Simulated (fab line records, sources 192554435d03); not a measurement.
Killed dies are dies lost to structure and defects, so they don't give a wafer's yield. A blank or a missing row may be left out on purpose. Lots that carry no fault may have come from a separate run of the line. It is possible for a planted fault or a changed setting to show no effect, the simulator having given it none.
Struck lot and sound lot, side by side ; flow n5_finfet ; 15 steps out of a route of 1938
Sound: these wafers, L858.1, L858.2, L858.6. Struck: wafer L875.6 (left out: L875.2, L875.4 of the same lot, which were not struck); the cause appears at the end.
Each step with rows lists, per side, the tool, then ch with its chambers, then its first start. Under that, the readings that differ: sound wafers ; struck wafers ; difference of the means ; sigmas: that difference in standard deviations of wafers without a fault.
alike: readings whose means differ by less than 2 such deviations, and words and numbers that are the same on both sides. not compared: withheld readings, readings that some wafer has no value for, bounds like >300 that may hide the same value, and numbers for which the record gives no deviation and whose values overlap.
A row with sigmas, a row that says differs or no value, or rows on one side alone: a step with any of these is where the two part. When numbers do not overlap yet have no deviation, they are printed without sigmas and do not part them. A reading that every wafer of one side lacks parts them only if that side has two wafers or more.

N5_GATE_CUT_OVL_MEAS_14:
  sound on overlay-02 ch 0, day 6 02:50; struck on overlay-02 ch 0, day 10 09:43
  alike: GATE_CUT_OVL
N5_GATE_CUT_INSPECT_15: inspects for defects (brightfield).
  sound on defect_inspect-02, day 6 02:53; struck on defect_inspect-01, day 10 09:46
  alike: raw_defect_count
then, 1 step without rows for these wafers: N5_GATE_CUT_DESCUM_18 (chemistry O2, time 7 s).
N5_GATE_CUT_ETCH_28: etches underlayer in N2/H2, target depth 13 nm, time 10.4 s.
  sound on rie_diel-02 ch 1,2,3, day 6 02:58; struck on rie_diel-03 ch 3, day 10 10:29
  alike: drypump_motor_current_A, etch_rf_on_time_s, oes_product_au, rf_vpp_V, showerhead_plenum_p_Torr, throttle_valve_pct
  not compared: rf_hours_counter_h
N5_GATE_CUT_ETCH_36: etches SiARC in CF4, target depth 13 nm, time 21.7 s.
  sound on rie_diel-02 ch 1,2,3, day 6 02:59; struck on rie_diel-03 ch 3, day 10 10:31
  alike: drypump_motor_current_A, etch_rf_on_time_s, mfc_ar_sccm, oes_product_au, rf_vpp_V, showerhead_plenum_p_Torr, throttle_valve_pct
  not compared: rf_hours_counter_h
then, 3 steps without rows for these wafers: N5_GATE_CUT_ETCH_37 (etches SOC in N2/H2, target depth 60 nm, overetch 12 nm, time 90 s); N5_GATE_CUT_STRIP_38 (strips in N2/H2); N5_GATE_CUT_STRIP_39 (strips in N2/H2).
N5_GATE_CUT_HM_OPEN_40: chemistry C4F6/O2, target SiO2, target depth 139 nm, time 85.1 s.
  sound on rie_diel-02 ch 1,2,3, day 6 03:05; struck on rie_diel-03 ch 3, day 10 10:37
  alike: C4F6_flow_sccm, drypump_motor_current_A, etch_rf_on_time_s, mfc_ar_sccm, oes_o_777_au, oes_product_au, rf_vpp_V, showerhead_plenum_p_Torr, throttle_valve_pct
  not compared: rf_hours_counter_h
then, 2 steps without rows for these wafers: N5_GATE_CUT_STRIP_41 (strips in CF4); N5_GATE_CUT_STRIP_42 (strips in O2).
N5_GATE_CUT_ETCH_19: etches SiNx in CH3F/O2, target depth 53.7 nm, time 76.7 s.
  sound on rie_diel-02 ch 1,2,3, day 6 03:13; struck on rie_diel-03 ch 3, day 10 10:44
  alike: drypump_motor_current_A, etch_rf_on_time_s, mfc_ar_sccm, oes_o_777_au, oes_product_au, rf_vpp_V, showerhead_plenum_p_Torr, throttle_valve_pct
  not compared: rf_hours_counter_h
N5_GATE_CUT_CUT_ETCH_53: etches W in SF6/Cl2, target depth 79.2 nm.
  sound on rie_metal-01 ch 0,1, day 6 03:19; struck on rie_metal-03 ch 1, day 10 10:50
reading;sound;struck;difference;sigmas
drypump_motor_current_A (A);5.5 5.7 5.7;6.4;+0.8;+2
etch_rf_on_time_s (s);26.2 24.9 25.0;34.3;+8.9;+10
throttle_valve_pct (%);28.8 29.1 29.1;27.8;-1.2;-2
  alike: oes_product_au
  not compared: rf_hours_counter_h
N5_GATE_CUT_CUT_ETCH_54: etches TiN in Cl2/BCl3, target depth 96.7 nm.
  sound on rie_metal-01 ch 0,1, day 6 03:23; struck on rie_metal-03 ch 1, day 10 10:54
reading;sound;struck;difference;sigmas
drypump_motor_current_A (A);5.5 5.7 5.7;6.4;+0.8;+2
  alike: etch_rf_on_time_s, mfc_ar_sccm, oes_product_au, throttle_valve_pct
  not compared: rf_hours_counter_h
-- here the record skips 9 days between the struck wafers' starts before and after, leaving off in module GATE_CUT and picking up in module PASSIVATION (first step shown: number 1936 of the route) --
N5_PASSIVATION_PROBE_49:
  sound on prober-02, day 14 09:10; struck on prober-02, day 19 00:46
reading;sound;struck;difference;sigmas
killed_dies;126 123 103;83;-34;-2
killed_short;35 41 28;18;-17;-2
  alike: killed_at_M0_to_M3, killed_at_M4_up, killed_at_contacts, killed_at_front_end, killed_at_other, killed_open

WHERE THEY PART
At N5_GATE_CUT_CUT_ETCH_53 first; at N5_PASSIVATION_PROBE_49 last (within this record only).

WHY: the cause the simulator had injected
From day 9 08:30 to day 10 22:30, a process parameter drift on rie_metal-03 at N5_GATE_CUT_CUT_ETCH_53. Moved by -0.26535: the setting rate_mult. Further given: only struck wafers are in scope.
